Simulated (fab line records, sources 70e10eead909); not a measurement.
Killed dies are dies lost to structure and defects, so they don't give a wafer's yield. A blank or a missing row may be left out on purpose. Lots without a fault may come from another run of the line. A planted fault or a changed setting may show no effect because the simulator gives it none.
A struck lot beside a sound one | flow nand_harc | 39 steps out of a route of 1302
Sound: wafers L904.2, L904.3, L904.5. Struck: wafers L912.1, L912.4, L912.5. The cause comes at the end.
At each step with rows: each side's tool, then ch and its chambers, then its first start. Under that, the readings that differ: sound wafers | struck wafers | difference of the means | sigmas: that difference in standard deviations of wafers without a fault.
alike: readings whose means differ by less than 2 such deviations, and words and numbers that are the same on both sides. not compared: withheld readings, readings that some wafer has no value for, bounds like >300 that may hide the same value, and numbers for which the record gives no deviation and whose values overlap.
The two part at a step that has a row with sigmas, a row that says differs or no value, or rows on one side only. Numbers that don't overlap but have no deviation are shown without sigmas and don't part them. A reading that every wafer of one side lacks parts them only if that side has two wafers or more.

NHARC_A_CHANNEL_FILL_D2_ALD_15: deposits SiNx, target thk 2 nm, pulse time 60 s, ald cycles 19.
  sound on ald_sin_batch-02 ch 0; struck on ald_sin_batch-01 ch 0
  alike: precursor_pulse_height_rel
then, 3 steps without rows for these wafers: NHARC_A_CHANNEL_FILL_D2_ALD_16 (deposits SiO2, target thk 1.5 nm, pulse time 10 s, ald cycles 15); NHARC_A_CHANNEL_FILL_D2_ANNEAL_17 (time 1800 s); NHARC_A_CHANNEL_FILL_D2_CVD_18 (deposits poly-Si, target thk 3 nm).
NHARC_A_CHANNEL_FILL_D2_ETCHBACK_19: etches the open film in HBr/Cl2, target depth 5 nm, time 1.7 s.
  sound on rie_si-01 ch 0,1,2, day 15 17:07; struck on rie_si-03 ch 0,2,3, day 18 15:36
  alike: drypump_motor_current_A, oes_product_au, throttle_valve_pct
  not compared: rf_hours_counter_h
then, 6 steps without rows for these wafers: NHARC_A_CHANNEL_FILL_D2_ETCHBACK_20 (etches the open film in C4F8/O2/Ar, target depth 27 nm, time 13.5 s); NHARC_A_CHANNEL_FILL_D2_STRIP_28 (strips in O2, time 20 s); NHARC_A_CHANNEL_FILL_D2_PRECLEAN_21 (cleans in dHF, time 30 s); NHARC_A_CHANNEL_FILL_D2_SRD_23; NHARC_A_CHANNEL_FILL_D2_CVD_05 (deposits poly-Si, target thk 5 nm); NHARC_A_CHANNEL_FILL_D2_ANNEAL_22 (time 7200 s).
NHARC_A_CHANNEL_FILL_D2_THK_MEAS_06: measures by ellipsometry.
  sound on film_metro-02, day 16 04:28; struck on film_metro-01, day 19 03:28
  alike: thk_nm
NHARC_A_CHANNEL_FILL_D2_ALD_25: deposits SiOx, target thk 60 nm, pulse time 10 s, ald cycles 600.
  sound on ald_hk-03 ch 0,2,3, day 16 04:31; struck on ald_hk-01 ch 1,3, day 19 04:08
  alike: heater_power_w, precursor_pulse_height_rel
NHARC_A_CHANNEL_FILL_D2_ETCHBACK_08: etches the open film in C4F8, target depth 220 nm, time 110 s.
  sound on rie_diel-06 ch 0,2,3; struck on rie_diel-06 ch 2,3
  alike: oes_product_au, rf_vpp_V
  not compared: rf_hours_counter_h
then, 6 steps without rows for these wafers: NHARC_A_CHANNEL_FILL_D2_STRIP_29 (strips in O2, time 20 s); NHARC_A_CHANNEL_FILL_D2_PRECLEAN_30 (cleans in dHF, time 30 s); NHARC_A_CHANNEL_FILL_D2_SRD_31; NHARC_A_CHANNEL_FILL_D2_CVD_09 (deposits poly-Si, target thk 150 nm, time 3000 s); NHARC_A_CHANNEL_FILL_D2_CMP_10 (polishes, target thk 150 nm); NHARC_A_CHANNEL_FILL_D2_SRD_12.
NHARC_A_CHANNEL_FILL_D2_RTA_24: time 5 s.
  sound on rtp_anneal-02 ch 0, day 16 16:13; struck on rtp_anneal-01 ch 0, day 19 15:16
  reading             | sound          | struck         | difference | sigmas
  lamp_power_pct (%)  | 27.0 27.0 27.0 | 28.2 28.2 28.2 | +1.2       | +2
  lamp_zone_5_pct (%) | 27.0 27.0 27.0 | 28.2 28.2 28.2 | +1.2       | +2
  lamp_zone_7_pct (%) | 27.4 27.4 27.5 | 28.7 28.7 28.7 | +1.3       | +2
  alike: wafer_temp_C_max
then, 10 steps without rows for these wafers: NHARC_A_STAIRCASE_DEP_156 (deposits SiNx, target thk 50 nm); NHARC_A_STAIRCASE_DEHYDRATE_158 (time 120 s); NHARC_A_STAIRCASE_HMDS_159 (time 30 s); NHARC_A_STAIRCASE_COAT_160; NHARC_A_STAIRCASE_SOFTBAKE_161 (time 170 s); NHARC_A_STAIRCASE_EBR_162; NHARC_A_STAIRCASE_EXPOSE_163 (exposes mask STAIR OPEN); NHARC_A_STAIRCASE_PEB_164 (peb time 130 s); NHARC_A_STAIRCASE_DEVELOP_165 (time 140 s); NHARC_A_STAIRCASE_HARDBAKE_167 (time 140 s).
NHARC_A_STAIRCASE_DESCUM_168: chemistry O2, time 3 s.
  sound on rie_diel-12 ch 0,2, day 16 17:28; struck on rie_diel-04 ch 0,1,2, day 19 16:31
  reading                         | sound          | struck         | difference | sigmas
  showerhead_plenum_p_Torr (Torr) | 1.83 1.78 1.78 | 1.87 2.06 2.07 | +0.20      | +2
  alike: drypump_motor_current_A, oes_product_au, rf_vpp_V, throttle_valve_pct
  not compared: rf_hours_counter_h
then, 6 steps without rows for these wafers: NHARC_A_STAIRCASE_ETCH_169 (etches the open film in CH3F/O2, target depth 50 nm, time 107.1 s); NHARC_A_STAIRCASE_ETCH_170 (etches the open film in C4F6/O2, target depth 200 nm, time 66.667 s); NHARC_A_STAIRCASE_STRIP_171 (strips in O2); NHARC_A_STAIRCASE_STRIP_172 (strips in SPM, time 900 s); NHARC_A_STAIRCASE_PRECLEAN_173 (cleans in SC1); NHARC_A_STAIRCASE_SRD_174.
-- the record jumps here: 8 days lie between the struck wafers' starts before and after (it left off in module A_STAIRCASE and takes up again in module END, whose first step shown is number 1302 of the route) --
NHARC_END_SORT_01:
  the record has rows for the struck wafers here (prober-01 ch 0, day 28 00:22) and none for the sound ones

WHERE THEY PART
First at NHARC_A_CHANNEL_FILL_D2_RTA_24; last, within this record, at NHARC_END_SORT_01.

WHY: what the simulator had put in
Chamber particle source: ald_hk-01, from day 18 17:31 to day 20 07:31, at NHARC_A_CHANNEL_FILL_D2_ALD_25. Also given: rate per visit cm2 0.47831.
